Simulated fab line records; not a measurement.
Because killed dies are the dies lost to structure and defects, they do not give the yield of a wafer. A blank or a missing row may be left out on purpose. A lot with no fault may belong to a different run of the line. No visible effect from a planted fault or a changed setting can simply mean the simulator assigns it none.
Matching of chambers ; flow n5 finfet ; rie diel-02 running N5_BEOL_M14_ETCH_68: 4 sister chambers
The step etches SOC in N2/H2, time 450 s. 4 wafers are shown with their chamber, then 10 later ones without.

== WAFERS PAIRED WITH THEIR CHAMBERS ==
wafer;chamber;throttle valve pct (%)
L081.6;3;17.97
L085.4;1;17.73
L084.2;2;17.33
L084.3;0;17.83

== WAFERS MISSING THEIR CHAMBER ==
wafer;throttle valve pct (%)
L084.4;17.73
L087.2;17.84
L087.3;17.35
L087.6;17.74
L092.1;17.75
L092.4;17.87
L092.6;17.86
L091.2;17.86
L091.4;17.77
L091.5;17.54

== THE CHAMBER EACH PASSED THROUGH ==
wafer;from the rows above;in truth
L084.4;can't be placed: 1 or 0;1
L087.2;can't be placed: 0 or 1 or 3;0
L087.3;2;2
L087.6;can't be placed: 1 or 0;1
L092.1;can't be placed: 1 or 0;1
L092.4;can't be placed: 0 or 3 or 1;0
L092.6;can't be placed: 0 or 3 or 1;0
L091.2;can't be placed: 0 or 3 or 1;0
L091.4;can't be placed: 1 or 0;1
L091.5;can't be placed: 1 or 2 or 0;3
Correct placement for 1 of the 10. Not placeable from these rows: 9 (in 8, the candidates include the true chamber). Placed wrongly: 0.
How it was worked out, from the rows above alone: a wafer's distance from a chamber is the root of the sum, over the readings, of the square of ((its reading less the chamber's mean) divided by the reading's scatter). If the next closest chamber is less than 2 further off than the closest, the wafer can't be placed; otherwise it belongs to the closest. Each chamber's mean is taken over the wafers shown for it. The scatter (one wafer shown for each chamber): square how far every hidden wafer sits from the nearest shown wafer, average those squares and take the square root.
